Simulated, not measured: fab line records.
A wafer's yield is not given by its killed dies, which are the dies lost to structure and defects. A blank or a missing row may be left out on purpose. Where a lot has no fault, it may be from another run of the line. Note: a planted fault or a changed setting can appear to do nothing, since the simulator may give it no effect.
Chamber matching / flow nand_harc / NHARC_P_GATE_STRIP_108 on rie_diel-08 has 4 sister chambers
The step strips in O2. 8 wafers are shown with their chamber, then 7 later ones without.

## EACH WAFER AND ITS CHAMBER
wafer=L074.3; chamber=1; showerhead_plenum_p_Torr (Torr)=3.35; drypump_motor_current_A (A)=6.5
wafer=L079.6; chamber=3; showerhead_plenum_p_Torr (Torr)=3.51; drypump_motor_current_A (A)=6.0
wafer=L088.4; chamber=2; showerhead_plenum_p_Torr (Torr)=3.30; drypump_motor_current_A (A)=6.1
wafer=L089.3; chamber=1; showerhead_plenum_p_Torr (Torr)=3.34; drypump_motor_current_A (A)=6.5
wafer=L089.4; chamber=0; showerhead_plenum_p_Torr (Torr)=3.34; drypump_motor_current_A (A)=5.9
wafer=L089.5; chamber=3; showerhead_plenum_p_Torr (Torr)=3.49; drypump_motor_current_A (A)=6.1
wafer=L090.1; chamber=0; showerhead_plenum_p_Torr (Torr)=3.34; drypump_motor_current_A (A)=5.8
wafer=L090.3; chamber=2; showerhead_plenum_p_Torr (Torr)=3.30; drypump_motor_current_A (A)=6.1

## WAFERS WITH NO CHAMBER GIVEN
wafer=L090.5; showerhead_plenum_p_Torr (Torr)=3.30; drypump_motor_current_A (A)=6.1
wafer=L093.3; showerhead_plenum_p_Torr (Torr)=3.49; drypump_motor_current_A (A)=6.0
wafer=L093.4; showerhead_plenum_p_Torr (Torr)=3.29; drypump_motor_current_A (A)=6.1
wafer=L093.6; showerhead_plenum_p_Torr (Torr)=3.49; drypump_motor_current_A (A)=6.0
wafer=L092.1; showerhead_plenum_p_Torr (Torr)=3.29; drypump_motor_current_A (A)=6.1
wafer=L092.2; showerhead_plenum_p_Torr (Torr)=3.34; drypump_motor_current_A (A)=6.5
wafer=L092.6; showerhead_plenum_p_Torr (Torr)=3.34; drypump_motor_current_A (A)=5.8

## WHICH CHAMBER EACH WENT THROUGH
wafer=L090.5; from the rows above=2; in truth=2
wafer=L093.3; from the rows above=3; in truth=3
wafer=L093.4; from the rows above=2; in truth=2
wafer=L093.6; from the rows above=3; in truth=3
wafer=L092.1; from the rows above=2; in truth=2
wafer=L092.2; from the rows above=1; in truth=1
wafer=L092.6; from the rows above=0; in truth=0
7 of 7 placed correctly. Can't be placed from these rows: 0. 0 placed wrongly.
How it was worked out, from the rows above alone: a wafer's distance from a chamber is the root of the sum, over the readings, of the square of ((its reading less the chamber's mean) divided by the reading's scatter). If the next closest chamber is less than 2 further off than the closest, the wafer can't be placed; otherwise it belongs to the closest. For every chamber, the mean is computed from those of its wafers that are shown. The scatter: the root of (the sum of the squares of (reading less its chamber's mean) over the shown wafers, divided by (wafers less chambers)).
